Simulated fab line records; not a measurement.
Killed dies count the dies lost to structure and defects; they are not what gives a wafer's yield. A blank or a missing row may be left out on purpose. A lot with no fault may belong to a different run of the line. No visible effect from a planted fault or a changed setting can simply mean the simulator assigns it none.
Comparing a struck lot with a sound one | flow nand_harc | 29 steps out of a route of 1302
Sound: the wafers L752.1, L752.2, L752.4. The struck wafers were L755.1, L755.3, L755.4. The cause is given at the end.
At each step with rows: each side's tool, then ch and its chambers, then its first start. Under that, the readings that differ: sound wafers | struck wafers | difference of the means | sigmas: that difference in standard deviations of wafers without a fault.
alike: same words and numbers on both sides, and readings whose means sit less than 2 such deviations apart. not compared: any withheld reading, any reading some wafer has no value for, any bound like >300 that may hide the same value, and any number with overlapping values for which the record gives no deviation.
A row with sigmas, a row that says differs or no value, or rows on one side alone: a step with any of these is where the two part. Non-overlapping numbers with no deviation appear without sigmas and do not part them. A reading that every wafer of one side lacks parts them only if that side has two wafers or more.

NHARC_A_CONTACT_ETCH_131: etches the open film in C4F8/O2/Ar, time 197 s, target depth 1918 nm.
  sound on har_cap_etch-02 ch 0,1, day 24 00:31; struck on har_cap_etch-01 ch 0,1, day 24 17:12
  not compared: rf_hours_counter_h
then, 1 step without rows for these wafers: NHARC_A_CONTACT_ETCH_132 (etches the open film in C4F8/O2/Ar, time 197 s, target depth 1924 nm).
NHARC_A_CONTACT_ETCH_133: etches the open film in C4F8/O2/Ar, time 374 s, target depth 1610 nm.
  sound on har_cap_etch-02 ch 0,1, day 24 00:53; struck on har_cap_etch-01 ch 0,1, day 24 17:33
  not compared: rf_hours_counter_h
then, 1 step without rows for these wafers: NHARC_A_CONTACT_ETCH_91 (etches the open film in CH3F/O2, target depth 40 nm, time 85.7 s).
NHARC_A_CONTACT_ETCH_97: etches the open film in C4F6/O2, target depth 20 nm, time 10 s.
  sound: rie_diel-03 ch 1,2,3; struck: rie_diel-02 ch 0,1,2
  reading                | sound    | struck   | difference | sigmas
  rf_hours_counter_h (h) | 15 15 15 | 44 52 50 | +34        |
  alike: drypump_motor_current_A, oes_product_au, rf_vpp_V, showerhead_plenum_p_Torr, throttle_valve_pct
NHARC_A_CONTACT_CD_MEAS_80:
  sound on cd_sem-03 at day 24 01:52; struck on cd_sem-03 at day 24 18:34
  alike: cd_nm
then, 3 steps without rows for these wafers: NHARC_A_CONTACT_STRIP_103 (strips in N2/H2); NHARC_A_CONTACT_STRIP_104 (strips in CF4/CHF3); NHARC_A_CONTACT_STRIP_105 (strips in O2/COS).
NHARC_A_CONTACT_ETCH_106: etches the open film in CF4/O2, target depth 90 nm, overetch 9 nm, time 49.5 s.
  sound on rie_diel-03 ch 0,2,3, day 24 02:10; struck on rie_diel-02 ch 1,2,3, day 24 18:52
  reading                | sound    | struck   | difference | sigmas
  rf_hours_counter_h (h) | 15 15 15 | 50 52 59 | +39        |
  alike: drypump_motor_current_A, oes_product_au, rf_vpp_V, showerhead_plenum_p_Torr, throttle_valve_pct
then, 2 steps without rows for these wafers: NHARC_A_CONTACT_STRIP_82 (strips in O2); NHARC_A_CONTACT_STRIP_83 (strips in post etch residue remover, time 600 s).
NHARC_A_CONTACT_DEP_84: deposits aC, target thk 2800 nm.
  sound on acl_dep-03 ch 0, day 24 08:33; struck on acl_dep-03 ch 0, day 24 19:31
  alike: throttle_valve_pct
NHARC_A_CONTACT_DEP_85: deposits SiON, target thk 60 nm.
  sound on pecvd-02 ch 0,1, day 24 10:20; struck on pecvd-01 ch 0,1, day 24 21:17
  alike: heater_power_w
  not compared: since_wet_clean_h
then, 10 steps without rows for these wafers: NHARC_A_CONTACT_DEHYDRATE_00 (time 120 s); NHARC_A_CONTACT_HMDS_01 (time 30 s); NHARC_A_CONTACT_COAT_86 (time 75 s); NHARC_A_CONTACT_COAT_87 (time 65 s); NHARC_A_CONTACT_COAT_02 (resist thk 90 nm); NHARC_A_CONTACT_SOFTBAKE_03 (time 55 s); NHARC_A_CONTACT_EBR_04; NHARC_A_CONTACT_EXPOSE_05 (exposes mask A CC); NHARC_A_CONTACT_PEB_06 (peb time 65 s); NHARC_A_CONTACT_DEVELOP_07 (develop time 35 s).
NHARC_A_CONTACT_CD_MEAS_08: target cd 200 nm.
  sound on cd_sem-02 ch 0, day 24 11:08; struck on cd_sem-01 ch 0, day 24 21:59
  alike: cd_nm
NHARC_A_CONTACT_OVL_MEAS_09:
  sound on overlay-01 at day 24 11:14; struck on overlay-02 at day 24 22:04
  reading           | sound       | struck         | difference | sigmas
  overlay_x_nm (nm) | 1.2 1.4 1.2 | -1.1 -1.1 -1.4 | -2.5       | -3
  alike: overlay_y_nm
NHARC_A_CONTACT_INSPECT_10:
  sound on defect_inspect-02 at day 24 11:16; struck on defect_inspect-02 at day 24 22:06
  reading          | sound    | struck      | difference | sigmas
  raw_defect_count | 89 64 52 | 417 457 442 | +370       | +12
then, 1 step without rows for these wafers: NHARC_A_CONTACT_DESCUM_13 (chemistry O2, time 3 s).
-- the record jumps here: 2 days lie between the struck wafers' starts before and after (it left off in module A_CONTACT and takes up again in module END, whose first step shown is number 1302 of the route) --
NHARC_END_SORT_01:
  at this point the record logs the struck wafers (prober-01 ch 0, day 26 22:26) and has no rows for the sound ones

== WHERE THEY PART ==
Last at NHARC_END_SORT_01 as far as this record goes, first at NHARC_A_CONTACT_OVL_MEAS_09.

WHY: what had been put in by the simulator
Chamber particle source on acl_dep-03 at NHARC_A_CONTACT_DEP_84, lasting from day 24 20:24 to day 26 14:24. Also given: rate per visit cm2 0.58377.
